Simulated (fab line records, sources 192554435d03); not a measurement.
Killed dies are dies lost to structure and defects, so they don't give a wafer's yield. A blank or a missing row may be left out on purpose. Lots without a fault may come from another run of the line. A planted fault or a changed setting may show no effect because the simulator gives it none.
Problem report in the 8D (eight disciplines) form, filled by code | flow n5_finfet | the parts of the form that need people (team, actions taken, sign-off) are left out

1. THE PROBLEM
cd_nm at N5_BEOL_M1_CD_MEAS_28 reads a mean of 19.52 nm on 2 wafers of 2 lots; wafers without a fault read 24.01 nm with a standard deviation of 0.26. That is -17 standard deviations from the usual mean.
The step: target cd y 23.3 nm.
First seen on wafer L889.1, day 8 17:16, on cd_sem-02. The record holds 28 wafers of 10 lots with a number at this step. Rule for "out", or "out of limits": more than 4 standard deviations from the usual mean. The other wafers with a number count as sound.

2. WHAT IT IS AND WHAT IT IS NOT
question                    | is               | is not
which readings at this step | cd_nm            | -
which lots                  | L889, L890       | L879, L882, L883, L887, L888, L900, L901, L902
which wafers of those lots  | L889.1, L890.3   | L889.2, L889.5, L890.4, L890.5
read on which gauges        | cd_sem-02        | cd_sem-01, cd_sem-03
when                        | from day 8 17:16 | up to then (15 sound wafers); but 11 sound wafers of L890, L900, L901, L902 came after

3. SUSPECTS, AND WHAT RULES EACH OUT
Counting: a tool at a process step up to the reading stays a suspect if it ran every lot that is out. Sound lots after the first of them don't rule it out here, since some wafers of a struck lot are sound.
- the gauge at N5_BEOL_M1_CD_MEAS_28: ruled out. All the wafers that are out were read on cd_sem-02, but those of them that N5_PASSIVATION_PROBE_49 has rows for are out there too, on other tools.
- pvd_sputter-01 at N5_BEOL_M1_HM_DEP_02 (deposits TiN, target thk 20 nm): kept. It ran every lot that is out, first L889 (day 8 15:53); its last sound lot up to then is L888 (day 8 09:05).
- rie_diel-06 at N5_BEOL_M1_STRIP_19 (strips in O2): kept. It ran every lot that is out, first L889 (day 8 16:53).
- euv_scanner-01 at N5_BEOL_M1_EXPOSE_25 (exposes mask V0, defocus 5 nm, target cd 24 nm): kept. It ran every lot that is out, first L889 (day 8 17:07); its last sound lot up to then is L888 (day 8 10:14).
Left after counting: pvd_sputter-01 at N5_BEOL_M1_HM_DEP_02, rie_diel-06 at N5_BEOL_M1_STRIP_19, euv_scanner-01 at N5_BEOL_M1_EXPOSE_25.

4. THE CAUSE (what the simulator had put in)
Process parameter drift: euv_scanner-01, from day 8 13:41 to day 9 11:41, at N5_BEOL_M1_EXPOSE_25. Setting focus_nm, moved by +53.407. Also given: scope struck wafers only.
Counting left 3 suspects, and this tool is among them.

5. THE CHAIN OF EFFECTS, in route order
Each row: a reading whose mean over the struck wafers that have a number lies more than 3 standard deviations from the usual. Only readings for which the record gives a usual standard deviation are gone through. hours: the time from each lot's start at the first step in this table that gives one to its start at this step, as a median over the lots. sigmas: the change in usual standard deviations.
hours | step                    | reading              | usual    | on struck wafers | change | sigmas
0     | N5_BEOL_M1_CD_MEAS_28   | cd_nm                | 24.01 nm | 19.52            | -4.49  | -17
151   | N5_PASSIVATION_PROBE_49 | defect_limited_yield | 91.1 %   | 2.6              | -88.5  | -63
151   | N5_PASSIVATION_PROBE_49 | killed_at_M0_to_M3   | 36       | 1098             | +1062  | +99 or more
151   | N5_PASSIVATION_PROBE_49 | killed_dies          | 105      | 1149             | +1044  | +61
151   | N5_PASSIVATION_PROBE_49 | killed_on_rim        | 15       | 141              | +126   | +32
151   | N5_PASSIVATION_PROBE_49 | sort_bin_5_function  | 5.3 %    | 94.5             | +89.2  | +89
151   | N5_PASSIVATION_PROBE_49 | sort_n_pass          | 1075     | 31               | -1044  | -61
The process steps in it:
- N5_PASSIVATION_PROBE_49

6. WHAT WOULD HAVE CAUGHT IT SOONER
In this record the first reading out of limits at a measuring or inspecting step was taken at day 8 17:16, 4 hours after the fault began at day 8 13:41.
Of the lots that are out (2), L890 began N5_BEOL_M1_EXPOSE_25 on euv_scanner-01 after day 8 17:16. A hold on the tool at that time would have spared it.
